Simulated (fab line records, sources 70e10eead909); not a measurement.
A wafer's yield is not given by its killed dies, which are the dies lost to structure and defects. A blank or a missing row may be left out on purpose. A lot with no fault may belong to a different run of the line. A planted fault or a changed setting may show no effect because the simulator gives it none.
fab line records	flow nand_harc
record lots=5	wafers=15	last_day=33
route steps=1302 shown P_M0@264 END@1302
lots that met no fault: taken from a fault-free run of the same line
start_h: start of the lot's first displayed wafer, in hours after the record's first day	wait_h: time in hours since the lot's previous step	" as in the row above	L1.1+2: one row covering several wafers at once	- no value, or no start was given	* or withheld: withheld	< > ~ a bound
route shown NAME@n: NAME is a module with steps in the file, n the number in the route of the first one	usual: mean/standard deviation taken from wafers without a fault	same: alike in all rows	chamber/n: place in a boat	sites: readings site by site	_std_site: their standard deviation	_edge_site: inner sites' mean taken away from outer sites' mean	radius_mm: how far each site lies from the wafer's centre	mask NAME#n: copy n	behind: the most recent tool/chamber to have shaped the wafer	hold: reason for holding the lot/hours on hold/outcome of the hold	device: the n, p or np transistor that did not switch	end of line: tests of these same wafers at the route's end	where a step has no rows: the recipe by itself	killed: dies that structure and defects cost at the first sort, which is not the same as the wafer's yield	map: the dies of a wafer, with x for killed, . for not killed, _ for no die there
set.NAME: the setting the step ran with; set.NAME@STEP: the setting that earlier step ran with	model.NAME: the simulator's own value behind a step, which no gauge read
certain route steps with their lots: each step a table, each wafer a row
services: a tool's chamber out of use, with start hour (start_h, from the record's first day; less than 0 if before it), hours out, and reason
## steps
# step NHARC_P_M0_OVL_MEAS_10
# recipe pitch_nm=180
# usual overlay_x_nm=0.0/0.74	overlay_y_nm=0.1/0.74
lot.wafer	tool	chamber	start_h	wait_h	overlay_x_nm	overlay_y_nm
L404.1	overlay-02	-	181.35	-	-0.8	1.0
L404.3	"	-	"	"	-0.9	1.2
L404.6	"	-	"	"	-1.0	1.0
L411.1	overlay-02	-	262.22	-	-0.5	0.1
L411.2	"	-	"	"	-0.8	1.0
L411.5	"	-	"	"	-0.4	0.2
L416.2	overlay-02	-	305.17	-	-0.6	0.5
L416.5	"	-	"	"	-0.4	0.5
L416.6	"	-	"	"	-0.3	0.6
L420.1	overlay-02	-	342.53	-	-1.1	0.5
L420.2	"	-	"	"	-1.6	0.6
L420.5	"	-	"	"	-0.8	0.9
L421.2	overlay-02	-	358.70	-	0.2	0.3
L421.4	"	-	"	"	0.2	0.1
L421.5	"	-	"	"	0.2	0.2
# step NHARC_P_M0_INSPECT_11
# usual raw_defect_count=4.4/2.7
lot.wafer	tool	chamber	start_h	wait_h	raw_defect_count
L404.1	defect_inspect-02	-	181.39	0.0	8
L404.3	"	-	"	"	2
L404.6	"	-	"	"	6
L411.1	defect_inspect-01	-	262.26	0.0	3
L411.2	"	-	"	"	3
L411.5	"	-	"	"	1
L416.2	defect_inspect-02	-	305.21	0.0	3
L416.5	"	-	"	"	2
L416.6	"	-	"	"	2
L420.1	defect_inspect-02	-	342.57	0.0	4
L420.2	"	-	"	"	4
L420.5	"	-	"	"	5
L421.2	defect_inspect-02	-	358.74	0.0	0
L421.4	"	-	"	"	1
L421.5	"	-	"	"	3
# step NHARC_P_M0_DESCUM_14
# recipe time_s=3	o2_flow_sccm=200	ar_flow_sccm=0	bias_power_w=0	chemistry=O2
# usual drypump_motor_current_A=5.7/0.32	oes_product_au=1.001/0.012	rf_vpp_V=57.5/0.86	showerhead_plenum_p_Torr=1.87/0.098	throttle_valve_pct=11.311/0.0089
lot.wafer	tool	chamber	start_h	wait_h	drypump_motor_current_A	oes_product_au	rf_hours_counter_h	rf_vpp_V	showerhead_plenum_p_Torr	throttle_valve_pct
L404.1	rie_diel-12	0	181.45	0.1	5.6	0.998	12	55.4	1.77	11.309
L404.3	"	2	"	"	5.9	1.005	10	56.4	1.79	11.300
L404.6	"	0	"	"	5.6	0.997	-	58.0	1.77	11.310
L411.2	rie_diel-12	1	262.32	0.1	6.0	0.996	25	57.2	1.78	11.315
L411.1	"	2	"	"	5.9	1.014	24	56.5	1.79	11.322
L411.5	"	2	"	"	5.8	1.016	-	57.7	1.79	11.307
L416.2	rie_diel-10	1	305.31	0.1	5.2	1.001	16	56.4	1.99	11.300
L416.6	"	2	"	"	5.5	0.999	-	57.3	1.79	11.319
L416.5	"	3	"	"	6.1	0.985	-	58.3	1.92	11.320
L420.1	rie_diel-12	2	342.63	0.1	5.9	0.998	11	57.5	1.78	11.313
L420.2	"	0	"	"	5.5	1.020	11	56.1	1.76	11.315
L420.5	"	2	"	"	5.9	1.013	-	56.8	1.78	11.324
L421.4	rie_diel-12	1	358.80	0.1	6.1	1.005	11	56.8	1.78	11.309
L421.2	"	3	"	"	5.4	1.004	14	58.6	2.02	11.310
L421.5	"	1	"	"	6.1	0.999	-	58.2	1.78	11.306
# step NHARC_P_M0_ETCH_34
# recipe target_depth_a=400	overetch_a=120	time_s=43.94	ion_energy_ev=200	n2_flow_sccm=150	h2_flow_sccm=150	ar_flow_sccm=0	rf_w=400	bias_w=150	chemistry=N2/H2
# step NHARC_P_M0_ETCH_15
# recipe target_depth_a=1500	overetch_a=150	time_s=82.5	c4f8_flow_sccm=withheld	ar_flow_sccm=400	rf_w=600	bias_w=300	chemistry=C4F8/Ar
# usual oes_product_au=0.957/0.023	rf_vpp_V=439/3.2
lot.wafer	tool	chamber	start_h	wait_h	oes_product_au	rf_hours_counter_h	rf_vpp_V
L404.3	rie_diel-12	0	-	-	0.954	12	435
L404.1	"	1	"	"	0.956	11	436
L404.6	"	3	"	"	0.987	-	444
L411.1	rie_diel-12	3	-	-	0.991	27	445
L411.2	"	2	"	"	0.973	24	439
L411.5	"	3	"	"	0.994	-	444
L416.2	rie_diel-10	0	-	-	0.938	14	437
L416.5	"	3	"	"	0.912	-	440
L416.6	"	0	"	"	0.946	-	437
L420.1	rie_diel-12	0	-	-	1.001	11	436
L420.2	"	1	"	"	0.990	8	436
L420.5	"	1	"	"	0.995	-	436
L421.4	rie_diel-12	3	-	-	0.945	14	444
L421.2	"	0	"	"	0.947	14	437
L421.5	"	1	"	"	0.939	-	436
# step NHARC_P_M0_CD_MEAS_16
# usual cd_nm=90.4/0.88
lot.wafer	tool	chamber	start_h	wait_h	cd_nm
L404.1	cd_sem-03	-	181.75	-	90.7
L404.3	"	-	"	"	90.4
L404.6	"	-	"	"	90.3
L411.1	cd_sem-02	-	262.64	-	91.2
L411.2	"	-	"	"	92.2
L411.5	"	-	"	"	90.5
L416.2	cd_sem-03	-	305.60	-	89.4
L416.5	"	-	"	"	90.2
L416.6	"	-	"	"	89.1
L420.1	cd_sem-02	-	342.93	-	91.3
L420.2	"	-	"	"	91.4
L420.5	"	-	"	"	91.1
L421.2	cd_sem-02	-	359.20	-	91.6
L421.4	"	-	"	"	90.6
L421.5	"	-	"	"	91.1
# step NHARC_P_M0_STRIP_18
# recipe power_w=1000	n2_flow_sccm=150	h2_flow_sccm=150	ar_flow_sccm=0	bias_w=0	chemistry=N2/H2
# usual drypump_motor_current_A=5.7/0.31	oes_product_au=1.002/0.012	rf_vpp_V=90.4/1	showerhead_plenum_p_Torr=1.99/0.11	throttle_valve_pct=14.170/0.0089
lot.wafer	tool	chamber	start_h	wait_h	drypump_motor_current_A	oes_product_au	rf_hours_counter_h	rf_vpp_V	showerhead_plenum_p_Torr	throttle_valve_pct
L404.1	rie_diel-12	2	181.82	0.1	5.9	1.008	10	89.7	1.91	14.175
L404.3	"	1	"	"	6.0	0.996	11	89.9	1.90	14.177
L404.6	"	3	"	"	5.4	1.012	-	92.6	2.16	14.165
L411.2	rie_diel-10	2	262.74	0.1	5.6	1.014	5	88.6	1.91	14.164
L411.1	"	0	"	"	6.1	1.002	3	89.6	1.91	14.165
L411.5	"	2	"	"	5.6	1.014	-	89.0	1.91	14.174
L416.2	rie_diel-10	2	305.71	0.1	5.5	1.000	16	90.0	1.90	14.190
L416.5	"	1	"	"	5.2	1.010	-	90.4	2.13	14.167
L416.6	"	2	"	"	5.5	0.998	-	90.1	1.90	14.165
L420.1	rie_diel-12	1	343.05	0.1	6.1	1.004	8	90.1	1.89	14.169
L420.2	"	2	"	"	5.9	1.004	11	91.0	1.90	14.174
L420.5	"	3	"	"	5.5	1.010	-	90.9	2.15	14.173
L421.4	rie_diel-12	0	359.42	0.2	5.5	1.012	14	88.9	1.87	14.168
L421.2	"	1	"	"	6.1	1.004	11	90.0	1.89	14.164
L421.5	"	0	"	"	5.6	1.014	-	88.3	1.87	14.163
# step NHARC_P_M0_STRIP_19
# recipe time_s=600	temp_c=30	chemistry=post_etch_residue_remover
# step NHARC_P_M0_DEGAS_28
# recipe temp_c=250	time_s=60
# step NHARC_P_M0_PRE_CLEAN_29
# recipe time_s=30	temp_c=280	gas=H2/He
# usual heater_power_w=412/33	susceptor_temp_C=280.03/0.2
lot.wafer	tool	chamber	start_h	wait_h	heater_power_w	susceptor_temp_C
L404.3	pvd_sputter-02	-	-	-	369	279.65
L404.1	"	-	"	"	408	280.13
L404.6	"	-	"	"	375	280.17
L411.1	pvd_sputter-03	-	-	-	413	280.22
L411.2	"	-	"	"	456	279.77
L411.5	"	-	"	"	434	280.33
L416.2	pvd_sputter-03	-	-	-	425	279.65
L416.6	"	-	"	"	451	280.19
L416.5	"	-	"	"	416	280.08
L420.2	pvd_sputter-01	-	-	-	390	279.86
L420.1	"	-	"	"	387	279.80
L420.5	"	-	"	"	349	279.65
L421.4	pvd_sputter-01	-	-	-	348	279.85
L421.2	"	-	"	"	439	279.93
L421.5	"	-	"	"	351	279.86
# step NHARC_P_M0_PVD_20
# recipe target_thk_a=50	bias_v=168.6	power_w=15000	chamber_pressure_pa=0.12	time_s=8.06	substrate_temp_c=50	material=TaN
# usual cathode_dc_power_W=15000/2.7	throttle_valve_pct=30.2/1
lot.wafer	tool	chamber	start_h	wait_h	cathode_dc_power_W	throttle_valve_pct
L404.3	pvd_sputter-02	-	-	-	15000	32.4
L404.1	"	-	"	"	14997	30.2
L404.6	"	-	"	"	15003	32.0
L411.2	pvd_sputter-03	-	-	-	14996	30.0
L411.1	"	-	"	"	15001	29.1
L411.5	"	-	"	"	15004	28.6
L416.2	pvd_sputter-03	-	-	-	15003	29.2
L416.6	"	-	"	"	15002	30.1
L416.5	"	-	"	"	14995	28.1
L420.1	pvd_sputter-01	-	-	-	15004	30.5
L420.2	"	-	"	"	15000	31.5
L420.5	"	-	"	"	15002	30.9
L421.2	pvd_sputter-01	-	-	-	15001	30.8
L421.4	"	-	"	"	15001	31.8
L421.5	"	-	"	"	15000	30.8
# step NHARC_P_M0_PVD_21
# recipe target_thk_a=300	chamber_pressure_pa=5	power_w=5000	substrate_temp_c=30	time_s=20.49	material=Cu
# step NHARC_P_M0_ECD_22
# recipe target_thk_a=4000	bath_temp_c=25	material=Cu
lot.wafer	tool	chamber	start_h	wait_h
L404.1+3+6	ecd_cu-02	0	182.72	-
L411.1+2+5	ecd_cu-01	0,1,0	263.62	-
L416.2+6+5	ecd_cu-02	1,1,0	306.59	-
L420.2+1+5	ecd_cu-01	0,1,1	344.20	-
L421.2+4+5	ecd_cu-02	0,1,1	360.34	-
# step NHARC_P_M0_ANNEAL_30
# recipe temp_c=225	time_s=90
# step NHARC_P_M0_CMP_23
# recipe t_overpolish_s=20	target_thk_nm=117.54
# usual motor_current_A=11.4/1.1	slurry_filter_dp_kPa=13.50/0.14	time_to_endpoint_s=28/3.3
lot.wafer	tool	chamber	start_h	wait_h	motor_current_A	slurry_filter_dp_kPa	time_to_endpoint_s
L404.3	cmp-03	0	183.51	-	12.8	13.52	23
L404.1	"	1	"	"	10.7	13.39	25
L404.6	"	3	"	"	12.4	13.55	26
L411.2	cmp-04	2	264.35	-	12.2	13.58	33
L411.1	"	3	"	"	10.5	13.37	49
L411.5	"	3	"	"	10.4	13.81	51
L416.2	cmp-04	2	307.40	-	11.6	13.32	28
L416.5	"	3	"	"	10.3	13.60	30
L416.6	"	0	"	"	10.8	13.55	25
L420.2	cmp-03	0	345.08	-	12.8	13.64	28
L420.1	"	1	"	"	11.4	13.30	32
L420.5	"	3	"	"	12.3	13.50	32
L421.2	cmp-04	0	361.04	-	10.3	13.53	25
L421.4	"	1	"	"	12.6	13.43	25
L421.5	"	3	"	"	10.5	13.50	28
# step NHARC_P_M0_THK_MEAS_24
# recipe thk_meas_gauge=xrf
# usual thk_nm=117.4/1.7
lot.wafer	tool	chamber	start_h	wait_h	thk_nm
L404.1	film_metro-02	-	183.77	-	116.8
L404.3	"	-	"	"	116.3
L404.6	"	-	"	"	118.3
L411.1	film_metro-01	-	264.66	-	121.4
L411.2	"	-	"	"	119.6
L411.5	"	-	"	"	118.8
L416.2	film_metro-02	-	307.63	-	117.3
L416.5	"	-	"	"	118.3
L416.6	"	-	"	"	116.0
L420.1	film_metro-02	-	345.36	-	120.0
L420.2	"	-	"	"	117.9
L420.5	"	-	"	"	119.2
L421.2	film_metro-02	-	361.33	-	117.9
L421.4	"	-	"	"	117.1
L421.5	"	-	"	"	118.2
# step NHARC_END_SORT_01
# recipe temp_c=25
# usual defect_limited_yield=91.5/2.5	killed_at_array=52/17	killed_at_other=1.2/1.4	killed_at_periphery=4.7/2.9	killed_dies=58/17	killed_open=3.2/1.9	killed_short=2.4/1.4	sort_bin_2_pct=3.0/1.1	sort_bin_3_pct=0.6/0.37	sort_bin_4_pct=4.8/1.4	sort_n_pass=619/17	sort_rim_yield_pct=90/4.9	sort_yield_pct=91.5/2.5
# same gross_dies=677	sort_bin_5_pct[%]=0	sort_bin_6_pct[%]=0	sort_bin_7_pct[%]=0	sort_bin_8_pct[%]=0	sort_rim_n_gross=106.00
lot.wafer	tool	chamber	start_h	wait_h	defect_limited_yield[%]	killed_at_array	killed_at_other	killed_at_periphery	killed_dies	killed_open	killed_short	sort_bin_2_pct[%]	sort_bin_3_pct[%]	sort_bin_4_pct[%]	sort_n_pass	sort_rim_yield_pct[%]	sort_yield_pct[%]
L416.5	prober-02	0	768.11	3.6	92.8	42	2	5	49	4	2	3.2	0.1	3.8	628	94	92.8
# killed by level:class
L416.5 A_CHANNEL_HOLE_D1:chamber_film_flake=14 A_SLIT:chamber_film_flake=7 A_CONTACT:chamber_film_flake=7 P_BONDPAD:chamber_film_flake=5 A_WL_FILL:chamber_film_flake=4 A_STAIRCASE:chamber_film_flake=2 THIN_TSV:chamber_film_flake=2 A_ONON_D1:geometric_particle:open=1
## services
tool	chamber	start_h	hours	kind
ecd_cu-01	-	160.00	8.0	pm
cmp-03	-	162.00	4.0	pm
pvd_sputter-03	-	170.00	10.0	pm
cmp-03	-	181.84	0.4	repair
ecd_cu-02	-	199.72	1.4	repair
cmp-04	-	212.97	4.0	pm
ecd_cu-02	-	216.61	5.5	repair
pvd_sputter-01	-	226.03	10.0	pm
cmp-04	-	240.30	1.3	repair
rie_diel-10	-	244.86	9.0	pm
ecd_cu-02	-	249.09	8.0	pm
rie_diel-12	-	268.40	9.0	pm
pvd_sputter-03	-	280.58	1.5	repair
cmp-04	-	284.25	1.8	repair
rie_diel-10	2	287.13	5.5	repair
cmp-04	-	296.28	1.0	repair
cmp-04	-	310.97	4.0	pm
pvd_sputter-01	-	314.73	1.0	repair
pvd_sputter-01	-	321.14	2.1	repair
pvd_sputter-01	-	329.18	1.4	repair
rie_diel-12	1	332.74	8.1	repair
cmp-04	-	344.96	1.3	repair
pvd_sputter-03	-	348.00	10.0	pm
cmp-04	-	348.87	1.3	repair
## key
first_sign step=NHARC_P_M0_CMP_23	reading=time_to_endpoint_s	direction=up	sigmas=6.5	usual=*	struck=*
effect none on later readings
met_at NHARC_P_M0_ECD_22
struck_wafers L411.1,L411.5
fault kind=process_parameter_drift	tool=ecd_cu-01	chamber=0	onset_h=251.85	steps=NHARC_P_M0_ECD_22	channel=target_thk_a	offset=*	shape=step	end_h=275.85	acts_in=*	stated=*
